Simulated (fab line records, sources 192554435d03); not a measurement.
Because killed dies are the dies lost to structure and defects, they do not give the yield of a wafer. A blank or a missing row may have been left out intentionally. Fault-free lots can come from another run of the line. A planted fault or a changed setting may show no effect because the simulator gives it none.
Split-lot study	flow n5Finfet	39 wafers read across 7 lots, on a route 1938 steps long

ON THE SPLIT
At N5_BEOL_M5_ILD_DEP_00 (deposits SiCOH lowk from DEMS/porogen, target thk 140.64 nm, time 25.9 s), the setting targetThkA was moved away from the recipe's 1406.4 angstrom on 6 of the 39 wafers read, by -53.0% to -17.0%. The other wafers ran this setting at the recipe's value.

FROM THE SPLIT ON TO THE READING: in between, the file shows 1 step
- N5_BEOL_M5_CURE_79: cures SiCOH lowk, time 240 s

THE READING
M5_ILD_THK in nanometres, read at N5_BEOL_M5_THK_MEAS_01. Typical for fault-free wafers on this fab line: 121.2 nm, with standard deviation 1.6 nm.

wafer	tool, chamber at the split	targetThkA as run, angstrom	against the recipe	M5_ILD_THK, nm	against lot-mates on the recipe
L074.1	pecvd-01, 2	1406.4	recipe	120.6	-
L074.2	pecvd-01, 0	1406.4	recipe	119.9	-
L074.3	pecvd-01, 1	1168	-17.0%	97.6	-22.9
L074.4	pecvd-01, 2	1168	-17.0%	101.9	-18.6
L074.5	pecvd-01, 1	1168	-17.0%	98.8	-21.7
L074.6	pecvd-01, 0	1406.4	recipe	120.9	-
L079.1	pecvd-01, 1	1406.4	recipe	117.3	-
L079.2	pecvd-01, 2	1406.4	recipe	119.7	-
L079.3	pecvd-01, 0	1406.4	recipe	118.1	-
L079.4	pecvd-01, 2	1406.4	recipe	122.6	-
L079.5	pecvd-01, 1	1406.4	recipe	118.7	-
L079.6	pecvd-01, 0	1406.4	recipe	121.2	-
L078.1	pecvd-03, 1	1406.4	recipe	119.9	-
L078.2	pecvd-03, 0,0,2	1406.4	recipe	122.6	-
L078.3	pecvd-03, 2	1406.4	recipe	120.6	-
L078.4	pecvd-03, 1	1406.4	recipe	122.5	-
L078.5	pecvd-03, 0,0,2	1406.4	recipe	122.4	-
L078.6	pecvd-03, 0,0,2	1406.4	recipe	122.4	-
L082.1	pecvd-04, 1	1406.4	recipe	118.4	-
L082.2	pecvd-04, 0	1406.4	recipe	119.0	-
L082.3	pecvd-04, 0	1406.4	recipe	121.2	-
L082.4	pecvd-04, 1	1406.4	recipe	121.3	-
L082.5	pecvd-04, 1	1406.4	recipe	120.9	-
L082.6	pecvd-04, 0	1406.4	recipe	122.5	-
L081.2	pecvd-01, 0	1406.4	recipe	120.5	-
L081.3	pecvd-01, 2	1406.4	recipe	121.7	-
L081.6	pecvd-01, 2	1406.4	recipe	123.8	-
L085.1	pecvd-01, 0	1406.4	recipe	119.9	-
L085.2	pecvd-01, 2	1406.4	recipe	121.9	-
L085.3	pecvd-01, 1	1406.4	recipe	119.0	-
L085.4	pecvd-01, 2	1406.4	recipe	123.9	-
L085.5	pecvd-01, 1	1406.4	recipe	122.1	-
L085.6	pecvd-01, 0	1406.4	recipe	122.2	-
L087.1	pecvd-03, 1	1406.4	recipe	120.0	-
L087.2	pecvd-03, 0	661	-53.0%	57.6	-65.1
L087.3	pecvd-03, 2	661	-53.0%	56.2	-66.5
L087.4	pecvd-03, 2	1406.4	recipe	123.2	-
L087.5	pecvd-03, 1	661	-53.0%	57.4	-65.3
L087.6	pecvd-03, 0	1406.4	recipe	124.8	-
The file does not say which wafer passed through which chamber wherever a row lists several chambers: such a row stands for several wafers.

FIT RESULTS
A straight line over all 39 wafers: M5_ILD_THK changes by +1.21 nm for each +1% of targetThkA; r = +1.00; the points scatter about the line by 1.8 nm.
The same after taking each lot's own level away (the mean of its wafers on the recipe; 39 wafers): +1.24 nm for each +1%; r = +1.00; scatter 1.5 nm.
According to that fit, moving targetThkA by its largest amount changes the reading by 66 nm.
Across the lots, their own levels run from 119.60 to 122.67 nm, a range of 1.9 times the standard deviation given above.
The two slopes are in agreement: the lot-to-lot level therefore moves the slope only a little.
Check: -65.9 nm against its lot-mates is what the line predicts for one of the wafers moved furthest among these (-53.0%) when that wafer is left out of the fit. It came out at -65.1 nm against them.

THESE WAFERS: OTHER SPLITS
Before the reading, these wafers also passed through other splits. Each is held against what the fit with the lots' levels taken away leaves over:
other split on the same wafers	wafers away from the commonest value	r with M5_ILD_THK (lot level and that fit taken away)
N5_FIN_CUT_CUT_ETCH_15 targetDepthA	12	-0.04
N5_HKMG_FIN_HK_ALD_01 aldCycles	18	-0.28
N5_GATE_CUT_DESCUM_18 timeS	15	+0.10
N5_BEOL_M1_ILD_DEP_00 targetThkA	15	-0.16

THE WHOLE CHAIN: every reading that the file lists as answering this split, in the file's order
step	what it does	reading	change (the file's fit)	r (the file's)
N5_BEOL_M5_ILD_DEP_00	deposits SiCOH lowk from DEMS/porogen, target thk 140.64 nm, time 25.9 s	SiCOH_lowk_of_BEOL_M5_ILD_DEP_00.thkNm (the simulator's own value, which no gauge read)	+1.43 nm for each +1% of the setting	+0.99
N5_BEOL_M5_CURE_79	cures SiCOH lowk, time 240 s	SiCOH_lowk_of_BEOL_M5_ILD_DEP_00.thkNm (the simulator's own value, which no gauge read)	+1.24 nm for each +1% of the setting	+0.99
N5_BEOL_M5_THK_MEAS_01		M5_ILD_THK	+1.24 for each +1% of the setting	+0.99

FILE'S OWN FIT
M5_ILD_THK changes by +1.24 nm for each +1% of targetThkA, r = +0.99.
